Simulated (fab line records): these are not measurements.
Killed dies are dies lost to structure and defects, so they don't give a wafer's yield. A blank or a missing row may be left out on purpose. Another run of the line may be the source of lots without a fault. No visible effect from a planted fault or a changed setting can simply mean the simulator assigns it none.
fab line records ; flow nand-harc
[record] lots = 13; wafers = 39; last-day = 25
route steps=1159 shown A_BLC@975 END@1159
lots with no fault: from the same line, run without faults
start-h: hours from the record's opening day to when the first of the lot's shown wafers began ; wait-h: hours since the lot's step before ; " same as the row above ; L1.1+2: a row that stands for several wafers ; - no value present, or no start provided ; * or withheld: withheld ; < > ~ a bound
route shown NAME@n: NAME is a module with steps in the file, n the number in the route of the first one ; usual: average and standard deviation across the fault-free wafers ; same: alike in all rows ; chamber/n: place in a boat ; sites: readings site by site ; _std_site: standard deviation across them ; _edge_site: mean of outer sites minus mean of inner sites ; radius-mm: for every site, how far away it sits from the centre of the wafer ; mask NAME#n: copy n ; behind: the tool/chamber that last shaped the wafer ; hold: why the lot went on hold/how many hours it stayed there/how the hold came to an end ; device: the n, p or np transistor that did not switch ; end of line: tests run on the same wafers once the route is complete ; step lacking rows: just its recipe ; killed: dies lost to structure and defects at the first sort, not the wafer's yield ; map: dies across one wafer; x = killed, . = not, _ = none there
set.NAME: the setting as run; set.NAME@STEP: as run at that earlier step ; model.NAME: the simulator's own value behind a step, which no gauge read
steps of the route over a sample of lots; a table a step, a row a wafer
services: from which hour (start-h, from the record's first day; less than 0 if before it) a tool's chamber was out of use, for how many hours, and why
[[steps]]
[step NHARC_A_BLC_OVL_MEAS_11]
[usual] overlay-x-nm = -0.2/0.74; overlay-y-nm = 0.2/0.8
lot.wafer;tool;chamber;start-h;wait-h;overlay-x-nm;overlay-y-nm
L893.2;overlay-02;-;407.62;-;-0.7;0.0
L893.3;overlay-02;-;407.62;-;-0.4;0.1
L893.4;overlay-02;-;407.62;-;-0.4;0.2
L894.2;overlay-01;-;409.13;-;0.4;-0.4
L894.5;overlay-01;-;409.13;-;0.1;-0.4
L894.6;overlay-01;-;409.13;-;0.2;-0.4
L895.2;overlay-02;-;415.70;-;-0.6;0.1
L895.3;overlay-02;-;415.70;-;-0.4;0.4
L895.5;overlay-02;-;415.70;-;0.1;0.3
L897.2;overlay-02;-;416.89;-;-0.9;0.5
L897.3;overlay-02;-;416.89;-;-0.5;-0.5
L897.4;overlay-02;-;416.89;-;-0.6;0.4
L901.1;overlay-02;-;436.38;-;-0.6;0.6
L901.4;overlay-02;-;436.38;-;-0.2;0.5
L901.5;overlay-02;-;436.38;-;0.3;0.0
L899.2;overlay-02;-;437.55;-;1.3;0.2
L899.3;overlay-02;-;437.55;-;1.1;-0.1
L899.6;overlay-02;-;437.55;-;0.9;0.4
L905.1;overlay-01;-;462.19;-;0.4;-0.7
L905.2;overlay-01;-;462.19;-;0.3;-0.5
L905.6;overlay-01;-;462.19;-;0.1;-0.6
L907.1;overlay-01;-;468.01;-;-1.2;-2.0
L907.2;overlay-01;-;468.01;-;-1.8;-1.8
L907.3;overlay-01;-;468.01;-;-1.6;-1.3
L913.1;overlay-02;-;493.85;-;0.4;0.3
L913.2;overlay-02;-;493.85;-;0.9;0.4
L913.3;overlay-02;-;493.85;-;0.6;0.6
L909.3;overlay-02;-;497.05;-;0.9;0.3
L909.4;overlay-02;-;497.05;-;0.7;0.6
L909.6;overlay-02;-;497.05;-;1.4;0.4
L914.2;overlay-02;-;497.73;-;-0.3;-0.4
L914.3;overlay-02;-;497.73;-;0.1;-0.5
L914.6;overlay-02;-;497.73;-;-0.2;0.1
L915.1;overlay-02;-;510.67;-;-0.5;0.8
L915.2;overlay-02;-;510.67;-;-0.4;0.9
L915.3;overlay-02;-;510.67;-;-0.4;1.1
L916.2;overlay-01;-;548.85;-;0.7;1.0
L916.3;overlay-01;-;548.85;-;1.1;1.1
L916.6;overlay-01;-;548.85;-;0.9;1.1
[step NHARC_A_BLC_INSPECT_12]
[usual] raw-defect-count = 29/12
lot.wafer;tool;chamber;start-h;wait-h;raw-defect-count
L893.2;defect-inspect-02;-;407.66;0.0;19
L893.3;defect-inspect-02;-;407.66;0.0;9
L893.4;defect-inspect-02;-;407.66;0.0;14
L894.2;defect-inspect-01;-;409.17;0.0;18
L894.5;defect-inspect-01;-;409.17;0.0;22
L894.6;defect-inspect-01;-;409.17;0.0;30
L895.2;defect-inspect-02;-;415.74;0.0;44
L895.3;defect-inspect-02;-;415.74;0.0;40
L895.5;defect-inspect-02;-;415.74;0.0;26
L897.2;defect-inspect-02;-;416.93;0.0;24
L897.3;defect-inspect-02;-;416.93;0.0;12
L897.4;defect-inspect-02;-;416.93;0.0;27
L901.1;defect-inspect-02;-;436.42;0.0;27
L901.4;defect-inspect-02;-;436.42;0.0;28
L901.5;defect-inspect-02;-;436.42;0.0;20
L899.2;defect-inspect-01;-;437.59;0.0;19
L899.3;defect-inspect-01;-;437.59;0.0;23
L899.6;defect-inspect-01;-;437.59;0.0;22
L905.1;defect-inspect-02;-;462.23;0.0;41
L905.2;defect-inspect-02;-;462.23;0.0;46
L905.6;defect-inspect-02;-;462.23;0.0;39
L907.1;defect-inspect-01;-;468.06;0.1;14
L907.2;defect-inspect-01;-;468.06;0.1;21
L907.3;defect-inspect-01;-;468.06;0.1;14
L913.1;defect-inspect-01;-;493.88;0.0;33
L913.2;defect-inspect-01;-;493.88;0.0;37
L913.3;defect-inspect-01;-;493.88;0.0;33
L909.3;defect-inspect-01;-;497.09;0.0;36
L909.4;defect-inspect-01;-;497.09;0.0;47
L909.6;defect-inspect-01;-;497.09;0.0;52
L914.2;defect-inspect-02;-;497.76;0.0;28
L914.3;defect-inspect-02;-;497.76;0.0;37
L914.6;defect-inspect-02;-;497.76;0.0;24
L915.1;defect-inspect-01;-;510.70;0.0;19
L915.2;defect-inspect-01;-;510.70;0.0;14
L915.3;defect-inspect-01;-;510.70;0.0;12
L916.2;defect-inspect-02;-;548.89;0.0;16
L916.3;defect-inspect-02;-;548.89;0.0;26
L916.6;defect-inspect-02;-;548.89;0.0;26
[step NHARC_A_BLC_ETCH_16]
[recipe] target-depth-a = 390; over-etch-frac = 0.3; time-s = 65; ion-energy-ev = 80; cf4-flow-sccm = 150; ar-flow-sccm = 0; rf-w = 300; bias-w = 100; chemistry = CF4
[usual] drypump-motor-current-A = 5.7/0.38; oes-product-au = 1.003/0.0078; rf-vpp-V = 151.3/1.1; showerhead-plenum-p-Torr = 1.77/0.056; throttle-valve-pct = 13.284/0.0088
lot.wafer;tool;chamber;start-h;wait-h;drypump-motor-current-A;oes-product-au;rf-hours-counter-h;rf-vpp-V;showerhead-plenum-p-Torr;throttle-valve-pct
L893.4;rie-diel-09;2;407.80;0.1;6.0;0.993;14;150.7;1.78;13.290
L893.3;rie-diel-09;3;407.80;0.1;5.7;1.006;14;151.1;1.81;13.275
L893.2;rie-diel-09;1;407.80;0.1;6.0;0.999;14;151.2;1.77;13.283
L894.2;rie-diel-13;1;409.33;0.1;6.2;1.003;48;150.4;1.82;13.298
L894.5;rie-diel-13;2;409.33;0.1;6.0;1.010;-;153.9;1.89;13.282
L894.6;rie-diel-13;3;409.33;0.1;6.1;1.001;-;150.1;1.65;13.280
L895.3;rie-diel-04;3;415.88;0.1;5.9;1.018;10;150.4;1.75;13.272
L895.2;rie-diel-04;1;415.88;0.1;6.2;1.001;10;152.0;1.76;13.285
L895.5;rie-diel-04;0;415.88;0.1;5.4;1.008;-;150.8;1.79;13.285
L897.4;rie-diel-04;2;417.08;0.1;5.4;1.003;11;150.1;1.73;13.277
L897.2;rie-diel-04;0;417.08;0.1;5.4;1.018;10;152.4;1.79;13.288
L897.3;rie-diel-04;1;417.08;0.1;6.2;1.008;10;150.9;1.76;13.284
L901.4;rie-diel-04;3;436.57;0.1;5.9;1.005;13;149.9;1.75;13.276
L901.1;rie-diel-04;0;436.57;0.1;5.5;1.002;13;150.7;1.79;13.274
L901.5;rie-diel-04;3;436.57;0.1;5.9;1.003;-;151.1;1.75;13.290
L899.3;rie-diel-04;0;437.73;0.1;5.5;1.017;13;152.0;1.79;13.295
L899.2;rie-diel-04;1;437.73;0.1;6.2;1.004;14;151.3;1.76;13.297
L899.6;rie-diel-04;0;437.73;0.1;5.5;1.011;-;153.2;1.79;13.294
L905.2;rie-diel-13;3;462.38;0.1;6.1;0.983;0;153.3;1.91;13.270
L905.1;rie-diel-13;0;462.38;0.1;4.7;1.013;0;152.1;1.84;13.304
L905.6;rie-diel-13;2;462.38;0.1;6.0;1.009;-;152.7;1.89;13.270
L907.3;rie-diel-09;1;468.21;0.1;6.0;0.998;2;150.0;1.77;13.282
L907.2;rie-diel-09;2;468.21;0.1;6.0;0.990;3;152.1;1.78;13.271
L907.1;rie-diel-09;3;468.21;0.1;5.7;0.984;3;151.9;1.81;13.265
L913.1;rie-diel-04;1;494.03;0.1;6.2;1.000;2;151.9;1.76;13.275
L913.3;rie-diel-04;3;494.03;0.1;5.9;1.008;2;150.9;1.75;13.268
L913.2;rie-diel-04;0;494.03;0.1;5.5;0.996;2;151.4;1.79;13.291
L909.3;rie-diel-09;0;497.23;0.1;5.3;1.000;6;149.9;1.65;13.276
L909.4;rie-diel-09;1;497.23;0.1;6.1;0.998;5;151.1;1.77;13.276
L909.6;rie-diel-09;1;497.23;0.1;6.1;1.001;-;151.4;1.77;13.277
L914.3;rie-diel-04;3;497.91;0.1;5.9;1.004;2;151.0;1.75;13.283
L914.2;rie-diel-04;2;497.91;0.1;5.4;1.011;2;149.6;1.72;13.277
L914.6;rie-diel-04;3;497.91;0.1;5.9;1.022;-;152.2;1.75;13.290
L915.3;rie-diel-09;2;510.85;0.1;6.0;0.994;7;150.8;1.78;13.279
L915.1;rie-diel-09;0;510.85;0.1;5.3;1.008;8;150.2;1.65;13.289
L915.2;rie-diel-09;1;510.85;0.1;6.1;1.007;7;151.5;1.77;13.281
L916.2;rie-diel-04;0;549.04;0.1;5.5;1.002;6;152.3;1.79;13.289
L916.3;rie-diel-04;1;549.04;0.1;6.2;1.019;6;152.7;1.75;13.277
L916.6;rie-diel-04;1;549.04;0.1;6.2;1.002;-;151.4;1.75;13.278
[step NHARC_A_BLC_STRIP_22]
[recipe] time-s = 600; temp-c = 30; chemistry = post-etch-residue-remover
[usual] bath-heat-duty-pct = 13.0/1.4; run-length-s = 602.9/0.99
lot.wafer;tool;chamber;start-h;wait-h;bath-heat-duty-pct;run-length-s
L893.2;wet-bench-04;7;409.04;-;15.4;601.3
L893.4;wet-bench-04;2;409.04;-;13.4;601.1
L893.3;wet-bench-04;3;409.04;-;15.1;602.7
L894.5;wet-bench-05;5;410.61;-;13.7;604.2
L894.6;wet-bench-05;6;410.61;-;12.6;603.6
L894.2;wet-bench-05;7;410.61;-;13.9;603.4
L895.2;wet-bench-04;6;417.10;-;15.6;604.4
L895.5;wet-bench-04;2;417.10;-;13.5;602.1
L895.3;wet-bench-04;3;417.10;-;16.4;602.1
L897.3;wet-bench-04;0;418.29;-;13.0;602.4
L897.2;wet-bench-04;1;418.29;-;11.7;602.1
L897.4;wet-bench-04;3;418.29;-;14.5;602.5
L901.5;wet-bench-05;5;437.77;-;14.3;604.1
L901.4;wet-bench-05;6;437.77;-;11.6;603.0
L901.1;wet-bench-05;1;437.77;-;13.0;603.2
L899.6;wet-bench-03;0;438.96;-;11.2;604.1
L899.3;wet-bench-03;1;438.96;-;13.0;603.8
L899.2;wet-bench-03;2;438.96;-;13.2;602.5
L905.6;wet-bench-04;5;463.60;-;12.1;602.4
L905.2;wet-bench-04;6;463.60;-;13.8;603.6
L905.1;wet-bench-04;1;463.60;-;11.7;602.0
L907.2;wet-bench-05;7;469.44;-;14.8;604.2
L907.3;wet-bench-05;1;469.44;-;14.8;603.4
L907.1;wet-bench-05;3;469.44;-;13.3;603.3
L913.1;wet-bench-05;2;495.25;-;-;-
L913.2;wet-bench-05;5;495.25;-;-;-
L913.3;wet-bench-05;6;495.25;-;-;-
L909.6;wet-bench-04;3;498.44;-;-;-
L909.4;wet-bench-04;6;498.44;-;-;-
L909.3;wet-bench-04;7;498.44;-;-;-
L914.6;wet-bench-05;0;499.14;-;10.7;600.6
L914.3;wet-bench-05;1;499.14;-;12.6;602.7
L914.2;wet-bench-05;4;499.14;-;14.6;602.7
L915.3;wet-bench-04;4;512.07;-;11.7;601.7
L915.1;wet-bench-04;5;512.07;-;13.8;601.8
L915.2;wet-bench-04;1;512.07;-;10.9;603.9
L916.3;wet-bench-04;4;550.26;-;10.6;602.9
L916.6;wet-bench-04;6;550.26;-;15.1;603.4
L916.2;wet-bench-04;7;550.26;-;14.5;603.1
[step NHARC_END_SORT_01]
[recipe] temp-c = 25
[usual] killed-at-array = 28/10; killed-at-other = 0.6/0.85; killed-at-periphery = 3.3/2.3; killed-dies = 32/11; killed-open = 3.3/1.5; killed-short = 2.1/1.4
[same] gross-dies = 677
lot.wafer;tool;chamber;start-h;wait-h;killed-at-array;killed-at-other;killed-at-periphery;killed-dies;killed-open;killed-short
L907.1;prober-02;0;513.39;2.5;14;1;2;17;3;2
L907.2;prober-02;0;514.19;2.8;18;0;4;22;2;2
L907.3;prober-02;0;514.98;3.1;18;0;0;18;3;2
L909.3;prober-02;0;547.03;3.1;31;2;7;40;2;3
// killed by level:class
L907.1 A_CHANNEL_HOLE_D1:chamber-film-flake=7 A_SGD_CUT:geometric-particle:open=2 P_GATE:chamber-film-flake=2 A_ONON_D1:geometric-particle:short=1 A_SGD_CUT:geometric-particle:short=1 STARTING-WAFER:geometric-particle:open=1 A_STAIRCASE:chamber-film-flake=1 A_SLIT:chamber-film-flake=1
L907.2 A_CHANNEL_HOLE_D1:chamber-film-flake=8 A_CONTACT:chamber-film-flake=6 A_WL_FILL:chamber-film-flake=2 P_GATE:geometric-particle:short=1 P_CONTACT:geometric-particle:open=1 P_M1:geometric-particle:open=1 A_WL_FILL:geometric-particle:short=1 P_M0:chamber-film-flake=1
L907.3 A_CHANNEL_HOLE_D1:chamber-film-flake=7 A_CONTACT:chamber-film-flake=3 A_WL_FILL:chamber-film-flake=2 A_SOURCE_PLATE:geometric-particle:open=1 A_ONON_D1:geometric-particle:short=1 A_CHANNEL_FILL_D1:geometric-particle:open=1 A_SGD_CUT:geometric-particle:short=1 A_WL_FILL:geometric-particle:open=1
L909.3 A_SLIT:chamber-film-flake=14 A_CHANNEL_HOLE_D1:chamber-film-flake=9 P_ZERO_WELL:chamber-film-flake=3 P_GATE:chamber-film-flake=3 A_CONTACT:chamber-film-flake=2 THIN_TSV:chamber-film-flake=2 P_M0:geometric-particle:short=1 A_SGD_CUT:geometric-particle:short=1
[[services]]
tool;chamber;start-h;hours;kind
wet-bench-03;-;395.26;1.9;repair
rie-diel-04;0;396.03;-;clean
rie-diel-04;1;396.03;-;clean
rie-diel-04;2;396.03;-;clean
rie-diel-04;3;396.03;-;clean
rie-diel-04;0;420.53;-;clean
rie-diel-04;1;420.53;-;clean
rie-diel-04;2;420.53;-;clean
rie-diel-04;3;420.53;-;clean
rie-diel-09;-;431.11;9.0;pm
rie-diel-13;-;433.34;0.6;repair
rie-diel-04;0;445.03;-;clean
rie-diel-04;1;445.03;-;clean
rie-diel-04;2;445.03;-;clean
rie-diel-04;3;445.03;-;clean
rie-diel-13;-;453.21;9.0;pm
rie-diel-09;1;458.80;6.5;repair
rie-diel-04;-;465.90;9.0;pm
rie-diel-04;0;465.90;9.0;vent-cycle
rie-diel-04;1;465.90;9.0;vent-cycle
wet-bench-03;-;493.68;7.9;repair
wet-bench-04;-;515.20;8.0;pm
rie-diel-09;0;527.71;18.4;repair
wet-bench-05;-;548.80;8.0;pm
[[key]]
[first-sign] step = NHARC_A_BLC_STRIP_22; reading = tool-record; direction = missing
effect none on later readings
met-at NHARC_A_BLC_STRIP_22
struck-lots L909,L913
tester-left-out L909,L913
not-acting-at NHARC_A_BLC_OVL_MEAS_11,NHARC_A_BLC_INSPECT_12,NHARC_A_BLC_ETCH_16
onset-between 469.44 495.25
[fault] kind = skipped-step-whole; tool = wet-bench-04,wet-bench-05; chamber = -; onset-h = 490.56; steps = NHARC_A_BLC_STRIP_22; scope = struck-lots-only
// tester-left-out: of these lots the tester's yield and bins aren't shown, on N5 and GAA mostly nor the transistor test; their killed dies are dies lost to structure and defects alone, not to doping, threshold or leakage, so they don't give the yield
